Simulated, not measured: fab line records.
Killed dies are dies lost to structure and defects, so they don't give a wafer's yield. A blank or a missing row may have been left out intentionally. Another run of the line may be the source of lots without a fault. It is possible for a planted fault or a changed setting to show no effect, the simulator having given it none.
fab line records    flow n5-finfet
record: lots: 4  wafers: 12  last-day: 16
route steps=1938 shown BEOL_M9@1413 PASSIVATION@1936
lots with no fault: from the same line, run without faults
start-h: start of the lot's first displayed wafer, in hours after the record's first day    wait-h: time in hours since the lot's previous step    " as in the row above    L1.1+2: several wafers, shown together as one row    - no value present, or no start provided    * or withheld: withheld    < > ~ a bound
route shown NAME@n: NAME is a module with steps in the file, n the number in the route of the first one    usual: average and standard deviation across the fault-free wafers    same: alike in all rows    chamber/n: place in a boat    sites: the reading at each site    _std_site: standard deviation of those values    _edge_site: outer sites' mean less inner sites'    radius-mm: how far each site lies from the wafer's centre    mask NAME#n: copy n    behind: tool/chamber where the wafer was last shaped    hold: why the lot went on hold/how many hours it stayed there/how the hold came to an end    device: which transistor (n, p or np) failed to switch    end of line: tests run on the same wafers once the route is complete    a step without rows: its recipe alone    killed: at the first sort, the dies lost to defects and structure; wafer yield is something else    map: the dies of a wafer, with x for killed, . for not killed, _ for no die there
set.NAME: the setting that was run; set.NAME@STEP: the one run at that earlier step    model.NAME: the simulator's own value behind a step, which no gauge read
a table for each step, a row for each wafer; lots at some steps of the route
services: when a tool's chamber went out of use (start-h, in hours from the record's first day, below 0 if earlier), for how many hours, and the reason
== steps ==
step: N5_BEOL_M9_DEVELOP_10
recipe: develop-time-s: 30  developer: TMAH  resist: CAR-ArF  rinse-liquid: diw  dry: air-spin  dev-temp-c: 23
step: N5_BEOL_M9_DESCUM_16
recipe: chemistry: O2  time-s: 7.9  source-power-w: 50  bias-power-w: 20  pressure-mtorr: 20  rf-frequency-hz: 2.712e+07  temp-c: 40  resist: CAR-ArF  o2-flow-sccm: 225
step: N5_BEOL_M9_ETCH_61
recipe: chemistry: CF4  target: SiARC  target-depth-a: 390  mask-material: CAR-ArF  time-s: 65  ion-energy-ev: 80  pressure-mtorr: 40  source-w: 545  bias-w: 36  Ar_flow_sccm: 100  cf4-flow-sccm: 100  ends: cleared
step: N5_BEOL_M9_ETCH_62
recipe: chemistry: N2/H2  target: SOC  target-depth-a: 1100  overetch-a: 220  mask-material: SiARC  temp-c: 40  time-s: 165  ion-energy-ev: 200  pressure-mtorr: 30  source-w: 840  bias-w: 150  n2-flow-sccm: 200  h2-flow-sccm: 200
step: N5_BEOL_M9_STRIP_68
recipe: chemistry: N2/H2  temp-c: 40  n2-flow-sccm: 200  h2-flow-sccm: 200  rf-frequency-hz: 6e+07
step: N5_BEOL_M9_STRIP_67
recipe: chemistry: CF4  resist: SiARC  power-w: 300  bias-power-w: 75  pressure-mtorr: 50  cf4-flow-sccm: 150  rf-frequency-hz: 6e+07
step: N5_BEOL_M9_HM_OPEN_17
recipe: chemistry: Cl2/BCl3  target-depth-a: 200  overetch-a: 60  target: TiN  mask-material: SOC  ion-energy-ev: 150  pressure-mtorr: 10  icp-w: 1000  bias-w: 126  Cl2_flow_sccm: 53.25  bcl3-flow-sccm: 21.75  Ar_flow_sccm: 25
step: N5_BEOL_M9_STRIP_19
recipe: chemistry: O2  power-w: 400  temp-c: 40  pressure-mtorr: 30  rf-frequency-hz: 6e+07  bias-power-w: 0  overash-fraction: 0.2  o2-flow-sccm: 225
step: N5_BEOL_M9_COAT_63
recipe: resist: SOC  temp-c: 250  time-s: 60  spin-rpm: 1500  resist-thk-nm: 60
usual: chill-plate-temp-C: 23.02/0.11  spin-speed-rpm: 1499.8/1
lot.wafer  tool            chamber  start-h  wait-h  chill-plate-temp-C  spin-speed-rpm  model.SOC_of_BEOL_M9_COAT_63.thk-nm
L581.1     litho-track-03  0        239.11   0.0     22.96               1500.8          60.2
L581.3     "               0        "        "       22.95               1499.3          59.8
L581.5     "               0        "        "       23.07               1500.2          60
L591.1     litho-track-03  0        297.65   2.2     23.15               698.1           88.4
L591.3     "               0        "        "       22.97               698.0           88.4
L591.4     "               0        "        "       22.76               699.1           88.4
L590.1     litho-track-03  0        300.59   1.7     23.09               697.7           87.6
L590.3     "               0        "        "       22.88               699.5           87.4
L590.4     "               0        "        "       23.01               697.4           87.6
L594.1     litho-track-01  0        305.59   1.9     23.03               1499.2          59.8
L594.5     "               0        "        "       22.88               1500.3          60
L594.6     "               0        "        "       23.04               1499.4          59.8
step: N5_BEOL_M9_COAT_64
recipe: resist: SiARC  temp-c: 220  time-s: 60  spin-rpm: 1500  resist-thk-nm: 12
step: N5_BEOL_M9_COAT_75
recipe: resist: underlayer  temp-c: 205  time-s: 60  spin-rpm: 1500  resist-thk-nm: 5
step: N5_BEOL_M9_COAT_22
recipe: resist: CAR-EUV  spin-rpm: 1500  resist-thk-nm: 30
step: N5_BEOL_M9_EBR_24
recipe: solvent: PGMEA  ebr-width-mm: 1.5
step: N5_BEOL_M9_SOFTBAKE_23
recipe: temp-c: 110  time-s: 60  resist: CAR-EUV
step: N5_BEOL_M9_EXPOSE_25
recipe: mask-id: V8  na: 0.33  source-shape: annular  sigma-inner: 0.4  sigma-outer: 0.8  polarization: unpolarized  dose-mj: 37.25
step: N5_BEOL_M9_PEB_26
recipe: peb-temp-c: 100  peb-time-s: 60  resist: CAR-EUV
step: N5_BEOL_M9_DEVELOP_27
recipe: develop-time-s: 30  developer: TMAH  resist: CAR-EUV  rinse-liquid: surfactant-rinse  dry: air-spin  dev-temp-c: 23
step: N5_BEOL_M9_DESCUM_33
recipe: chemistry: O2  time-s: 7  source-power-w: 50  bias-power-w: 20  pressure-mtorr: 20  rf-frequency-hz: 2.712e+07  temp-c: 40  resist: CAR-EUV  o2-flow-sccm: 225
step: N5_BEOL_M9_ETCH_76
recipe: chemistry: N2/H2  target: underlayer  target-depth-a: 65  mask-material: CAR-EUV  time-s: 5.2  ion-energy-ev: 200  pressure-mtorr: 30  source-w: 840  bias-w: 150  n2-flow-sccm: 200  h2-flow-sccm: 200  ends: cleared
step: N5_BEOL_M9_ETCH_65
recipe: chemistry: CF4  target: SiARC  target-depth-a: 156  mask-material: CAR-EUV  time-s: 26  ion-energy-ev: 80  pressure-mtorr: 40  source-w: 545  bias-w: 36  Ar_flow_sccm: 100  cf4-flow-sccm: 100  ends: cleared
step: N5_BEOL_M9_ETCH_66
recipe: chemistry: N2/H2  target: SOC  target-depth-a: 800  overetch-a: 160  mask-material: SiARC  temp-c: 40  time-s: 120  ion-energy-ev: 200  pressure-mtorr: 30  source-w: 840  bias-w: 150  n2-flow-sccm: 200  h2-flow-sccm: 200
usual: drypump-motor-current-A: 5.5/0.51  oes-product-au: 0.60/0.059  rf-vpp-V: 524.6/2.8  showerhead-plenum-p-Torr: 2.56/0.1  throttle-valve-pct: 17.85/0.25
lot.wafer  tool         chamber  start-h  wait-h  drypump-motor-current-A  oes-product-au  rf-hours-counter-h  rf-vpp-V  showerhead-plenum-p-Torr  throttle-valve-pct  model.etch.depth-nm
L581.1     rie-diel-05  3        239.65   0.0     6.1                      0.65            50                  523.3     2.46                      17.44               60.11
L581.3     "            1        "        "       5.6                      0.62            71                  527.7     2.68                      17.87               59.83
L581.5     "            1        "        "       5.5                      0.63            -                   528.4     2.68                      17.88               59.9
L591.1     rie-diel-03  2        298.11   0.0     6.1                      0.86            19                  525.6     2.59                      17.42               88.3
L591.3     "            0        "        "       4.9                      0.70            194                 521.1     2.43                      18.20               88.35
L591.4     "            3        "        "       6.3                      0.84            40                  521.6     2.47                      17.84               88.38
L590.1     rie-diel-05  0        301.18   0.0     5.8                      0.75            100                 526.9     2.68                      17.74               87.52
L590.3     "            2        "        "       5.0                      0.82            48                  528.3     2.68                      17.87               87.32
L590.4     "            3        "        "       6.1                      0.78            66                  522.1     2.45                      17.49               87.57
L594.1     rie-diel-03  2        306.07   0.0     6.1                      0.68            21                  525.7     2.59                      17.41               59.82
L594.5     "            2        "        "       6.2                      0.68            -                   526.4     2.59                      17.42               59.91
L594.6     "            1        "        "       6.0                      0.54            -                   522.6     2.52                      18.08               59.76
step: N5_BEOL_M9_STRIP_69
recipe: chemistry: N2/H2  temp-c: 40  n2-flow-sccm: 200  h2-flow-sccm: 200  rf-frequency-hz: 6e+07
step: N5_BEOL_M9_STRIP_77
recipe: chemistry: N2/H2  temp-c: 40  n2-flow-sccm: 200  h2-flow-sccm: 200  rf-frequency-hz: 6e+07
step: N5_BEOL_M9_VIA_ETCH_34
recipe: chemistry: C4F6/O2  target: SiCOH_lowk  target-depth-a: 1824  mask-material: SOC  taper-deg: 4  time-s: 68.4  ion-energy-ev: 250  pressure-mtorr: 30  source-w: 345  bias-w: 185  Ar_flow_sccm: 300  C4F6_flow_sccm: 10  O2_flow_sccm: 10
usual: drypump-motor-current-A: 5.5/0.5  oes_ar_750_au: 0.78/0.078  oes-product-au: 0.78/0.086  rf-vpp-V: 669/10  showerhead-plenum-p-Torr: 2.87/0.1  throttle-valve-pct: 20.98/0.27
lot.wafer  tool         chamber  start-h  wait-h  drypump-motor-current-A  oes_ar_750_au  oes-product-au  rf-hours-counter-h  rf-vpp-V  showerhead-plenum-p-Torr  throttle-valve-pct  model.SOC_of_BEOL_M9_COAT_63.thk-nm
L581.1     rie-diel-05  3        239.75   0.0     6.1                      0.84           0.85            50                  667       2.77                      20.61               51.2
L581.3     "            1        "        "       5.6                      0.83           0.83            72                  672       3.01                      21.14               50.4
L581.5     "            1        "        "       5.6                      0.83           0.82            -                   673       3.01                      21.13               50.6
L591.1     rie-diel-03  2        298.21   0.0     6.1                      0.90           0.93            19                  683       2.90                      20.52               78.8
L591.3     "            0        "        "       4.9                      0.73           0.74            194                 669       2.71                      21.22               79.4
L591.4     "            3        "        "       6.3                      0.88           0.90            40                  656       2.81                      21.28               79.2
L590.1     rie-diel-05  0        301.28   0.0     5.8                      0.79           0.79            100                 655       2.97                      20.77               78.4
L590.3     "            2        "        "       5.1                      0.87           0.87            48                  677       3.00                      21.00               78.4
L590.4     "            3        "        "       6.1                      0.82           0.83            66                  668       2.77                      20.60               78.6
L594.1     rie-diel-03  2        306.17   0.0     6.2                      0.90           0.92            21                  683       2.90                      20.52               50.4
L594.5     "            2        "        "       6.2                      0.89           0.91            -                   683       2.90                      20.52               50.4
L594.6     "            1        "        "       6.1                      0.70           0.70            -                   659       2.82                      21.12               50.8
step: N5_BEOL_M9_STRIP_73
recipe: chemistry: C4F6/O2  resist: SiARC  rf-frequency-hz: 6e+07
step: N5_PASSIVATION_PROBE_49
usual: defect-limited-yield: 91.4/1.5  killed_at_M0_to_M3: 35/12  killed_at_M4_up: 13/5.8  killed-at-contacts: 12/5.5  killed-at-front-end: 36/9.9  killed-at-other: 4/3.7  killed-dies: 101/18  killed-open: 66/13  killed-short: 33/8  sort_bin_5_function: 5.0/1  sort_bin_6_memory: 3.2/0.67  sort-n-pass: 1079/18  sort-yield-pct: 91.4/1.5
same: gross-dies: 1180  killed-at-back-side: 0  sort_bin_4_leakage[%]: 0  sort_bin_8_speed[%]: 0
lot.wafer  tool       chamber  start-h  wait-h  defect-limited-yield[%]  killed_at_M0_to_M3  killed_at_M4_up  killed-at-contacts  killed-at-front-end  killed-at-other  killed-dies  killed-open  killed-short  sort_bin_5_function[%]  sort_bin_6_memory[%]  sort-n-pass  sort-yield-pct[%]
L590.1     prober-01  -        370.15   0.0     90.1                     43                  21               13                  35                   5                117          76           39            6.3                     3.4                   1063         90.1
L590.3     prober-01  -        370.25   0.1     90.2                     49                  12               15                  33                   7                116          67           47            6.4                     3.2                   1064         90.2
L590.4     prober-01  -        370.30   0.2     90.8                     38                  19               14                  36                   1                108          70           37            5.3                     3.5                   1072         90.8
L594.1     prober-01  -        373.91   0.0     92.4                     23                  15               13                  35                   4                90           59           31            4.4                     2.6                   1090         92.4
L594.6     prober-01  -        374.16   0.3     90.8                     41                  18               6                   37                   7                109          67           39            5.4                     3.1                   1071         90.8
killed by level:class
L590.1 BEOL_M4:geometric-particle:open=16 MOL_CONTACT_COAG:geometric-particle:open=11 BEOL_M0_SAQP:geometric-particle:short=9 BEOL_M0_SAQP:geometric-particle:open=9 STI_FIN_REVEAL:geometric-particle:open=6 BEOL_M0:geometric-particle:open=6 DUMMY_GATE:geometric-particle:open=5 BEOL_M1:geometric-particle:open=5
L590.3 BEOL_M0_SAQP:geometric-particle:open=14 BEOL_M0_SAQP:geometric-particle:short=14 MOL_CONTACT_COAG:geometric-particle:open=11 BEOL_M4:geometric-particle:open=7 FIN_SAQP:geometric-particle:short=5 BEOL_M2:geometric-particle:open=5 FIN_SAQP:geometric-particle:open=4 DUMMY_GATE:geometric-particle:open=4
L590.4 MOL_CONTACT_COAG:geometric-particle:open=11 BEOL_M0_SAQP:geometric-particle:short=10 BEOL_M0_SAQP:geometric-particle:open=9 BEOL_M4:geometric-particle:open=9 BEOL_M1:geometric-particle:open=9 DUMMY_GATE:geometric-particle:open=7 GATE_CUT:geometric-particle:short=7 STI_FIN_REVEAL:geometric-particle:open=5
L594.1 FIN_SAQP:geometric-particle:open=11 BEOL_M0_SAQP:geometric-particle:open=10 MOL_CONTACT_COAG:geometric-particle:open=9 BEOL_M3:geometric-particle:open=7 FIN_SAQP:geometric-particle:short=6 GATE_CUT:geometric-particle:short=6 STI_FIN_REVEAL:geometric-particle:open=4 MOL_CONTACT_COAG:geometric-particle:short=4
L594.6 BEOL_M0_SAQP:geometric-particle:short=15 BEOL_M0_SAQP:geometric-particle:open=12 FIN_SAQP:geometric-particle:short=8 STI_FIN_REVEAL:geometric-particle:open=6 BEOL_M4:geometric-particle:open=6 FIN_SAQP:geometric-particle:open=5 GATE_CUT:geometric-particle:short=5 MOL_CONTACT_COAG:geometric-particle:open=5
== services ==
tool         chamber  start-h  hours  kind
rie-diel-03  2        216.52   -      clean
rie-diel-03  2        216.52   -      consumable-replace:focus-ring
rie-diel-03  2        216.52   17.4   scheduled-down
rie-diel-03  2        216.52   17.4   vent-cycle
rie-diel-05  3        251.62   3.5    repair
rie-diel-03  -        253.91   0.7    repair
== key ==
first-sign: step: N5_BEOL_M9_COAT_63  reading: spin-speed-rpm  direction: down  sigmas: 99+  usual: *  struck: *
effect: step: N5_BEOL_M9_ETCH_66  reading: oes-product-au  direction: up  sigmas: 3.2  usual: 0.60  struck: 0.79
model-effect: step: N5_BEOL_M9_COAT_63  value: SOC_of_BEOL_M9_COAT_63.thk-nm  without: 60  struck: 87.97
model-effect: step: N5_BEOL_M9_ETCH_66  value: etch.depth-nm  without: 59.98  struck: 87.91
model-effect: step: N5_BEOL_M9_VIA_ETCH_34  value: SOC_of_BEOL_M9_COAT_63.thk-nm  without: 50.87  struck: 78.8
met-at N5_BEOL_M9_COAT_63
struck-wafers L590.1,L590.3,L590.4,L591.1,L591.3,L591.4
onset-between 239.11 297.65
fault: kind: process-parameter-drift  tool: litho-track-03  chamber: -  onset-h: 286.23  steps: N5_BEOL_M9_COAT_63  channel: spin-rpm  offset: *  shape: step  end-h: 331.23  acts-in: *  stated: *
